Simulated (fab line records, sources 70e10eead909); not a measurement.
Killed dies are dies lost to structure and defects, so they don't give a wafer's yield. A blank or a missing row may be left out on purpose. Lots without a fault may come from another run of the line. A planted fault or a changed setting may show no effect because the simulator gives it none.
Chamber matching | flow nand_harc | NHARC_A_CONTACT_ETCH_92 on rie_diel-01: 4 sister chambers
The step etches the open film in CH3F/O2, target depth 40 nm, time 85.7 s. 20 wafers are shown with their chamber, then 10 later ones without.

WAFERS WITH THEIR CHAMBER
wafer  | chamber | showerhead_plenum_p_Torr (Torr) | drypump_motor_current_A (A) | rf_vpp_V (V)
L074.1 | 1       | 2.36                            | 5.1                         | 243.3
L074.3 | 3       | 2.31                            | 5.9                         | 241.0
L074.4 | 2       | 2.32                            | 5.3                         | 242.5
L076.2 | 1       | 2.36                            | 5.1                         | 242.5
L076.3 | 2       | 2.32                            | 5.3                         | 241.3
L076.5 | 1       | 2.36                            | 5.0                         | 242.4
L077.1 | 3       | 2.31                            | 5.9                         | 242.9
L077.2 | 0       | 2.56                            | 4.8                         | 245.5
L077.3 | 1       | 2.36                            | 5.1                         | 243.0
L083.1 | 1       | 2.36                            | 5.1                         | 242.5
L083.3 | 0       | 2.56                            | 4.8                         | 245.2
L083.6 | 3       | 2.30                            | 5.9                         | 242.7
L084.2 | 1       | 2.36                            | 5.1                         | 244.0
L084.3 | 0       | 2.56                            | 4.9                         | 245.9
L084.4 | 3       | 2.30                            | 5.9                         | 242.8
L087.2 | 0       | 2.56                            | 4.9                         | 246.5
L087.4 | 3       | 2.30                            | 5.8                         | 242.2
L087.5 | 1       | 2.36                            | 5.1                         | 244.4
L086.3 | 2       | 2.31                            | 5.3                         | 242.4
L086.4 | 1       | 2.36                            | 5.1                         | 243.1

SIGNATURES (means of the wafers above)
reading                  | chamber 0 | chamber 1 | chamber 2 | chamber 3 | scatter within a chamber
showerhead_plenum_p_Torr | 2.5600    | 2.3600    | 2.3167    | 2.3040    | 0.00342
drypump_motor_current_A  | 4.850     | 5.087     | 5.300     | 5.880     | 0.0409
rf_vpp_V                 | 245.775   | 243.150   | 242.067   | 242.320   | 0.709
Rule: a wafer's distance from a chamber is the root of the sum, over the readings, of the square of ((its reading less the chamber's mean) divided by the reading's scatter). The wafer belongs to the nearest chamber; if the next one is less than 2 further off, it can't be placed. The scatter: the root of (the sum of the squares of (reading less its chamber's mean) over the shown wafers, divided by (wafers less chambers)).

WAFERS WITHOUT THEIR CHAMBER
wafer  | showerhead_plenum_p_Torr (Torr) | drypump_motor_current_A (A) | rf_vpp_V (V)
L086.5 | 2.31                            | 5.3                         | 242.1
L085.3 | 2.31                            | 5.3                         | 241.5
L085.5 | 2.56                            | 4.9                         | 243.8
L085.6 | 2.36                            | 5.1                         | 243.7
L092.1 | 2.30                            | 5.9                         | 242.0
L092.5 | 2.31                            | 5.3                         | 243.2
L092.6 | 2.36                            | 5.1                         | 244.2
L095.3 | 2.30                            | 5.9                         | 242.6
L095.5 | 2.36                            | 5.1                         | 242.1
L095.6 | 2.31                            | 5.3                         | 242.0

WHICH CHAMBER EACH WENT THROUGH
wafer  | from the rows above | in truth
L086.5 | 2                   | 2
L085.3 | 2                   | 2
L085.5 | 0                   | 0
L085.6 | 1                   | 1
L092.1 | 3                   | 3
L092.5 | 2                   | 2
L092.6 | 1                   | 1
L095.3 | 3                   | 3
L095.5 | 1                   | 1
L095.6 | 2                   | 2
Placed correctly: 10 of 10. Can't be placed from these rows: 0. Placed wrongly: 0.
